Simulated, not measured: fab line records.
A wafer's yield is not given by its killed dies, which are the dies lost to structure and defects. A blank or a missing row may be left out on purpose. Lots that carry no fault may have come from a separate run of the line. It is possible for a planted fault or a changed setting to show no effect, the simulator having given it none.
Chamber matching ; flow n5 finfet ; 4 sister chambers for N5_FIN_CUT_ETCH_30 on rie diel-03
The step etches underlayer in N2/H2, target depth 13 nm, time 10.4 s. 8 wafers are shown with their chamber, then 7 later ones without.

EACH WAFER AND ITS CHAMBER
wafer;chamber;drypump motor current A (A);throttle valve pct (%)
L082.4;0;6.0;18.38
L084.1;3;4.8;17.90
L084.5;1;5.3;18.02
L088.2;2;6.0;18.32
L088.4;1;5.3;18.03
L088.6;0;5.9;18.39
L090.2;2;6.0;18.32
L090.3;3;4.9;17.91

WAFERS MISSING THEIR CHAMBER
wafer;drypump motor current A (A);throttle valve pct (%)
L090.5;4.8;17.90
L091.3;6.0;18.32
L091.4;5.3;18.05
L091.6;5.9;18.40
L097.1;5.3;18.06
L097.3;4.8;17.93
L097.4;4.9;17.92

WHICH CHAMBER EACH ONE RAN IN
wafer;from the rows above;in truth
L090.5;3;3
L091.3;2;2
L091.4;1;1
L091.6;0;0
L097.1;1;1
L097.3;3;3
L097.4;3;3
Placed correctly: 7 of 7. Not placeable from these rows: 0. 0 placed wrongly.
How it was worked out, from the rows above alone: a wafer's distance from a chamber is the root of the sum, over the readings, of the square of ((its reading less the chamber's mean) divided by the reading's scatter). If the next closest chamber is less than 2 further off than the closest, the wafer can't be placed; otherwise it belongs to the closest. The mean given for a chamber averages the wafers shown for that chamber. The scatter is the square root of a quotient: the sum, over the shown wafers, of each reading's squared deviation from its chamber's mean, divided by wafers minus chambers.
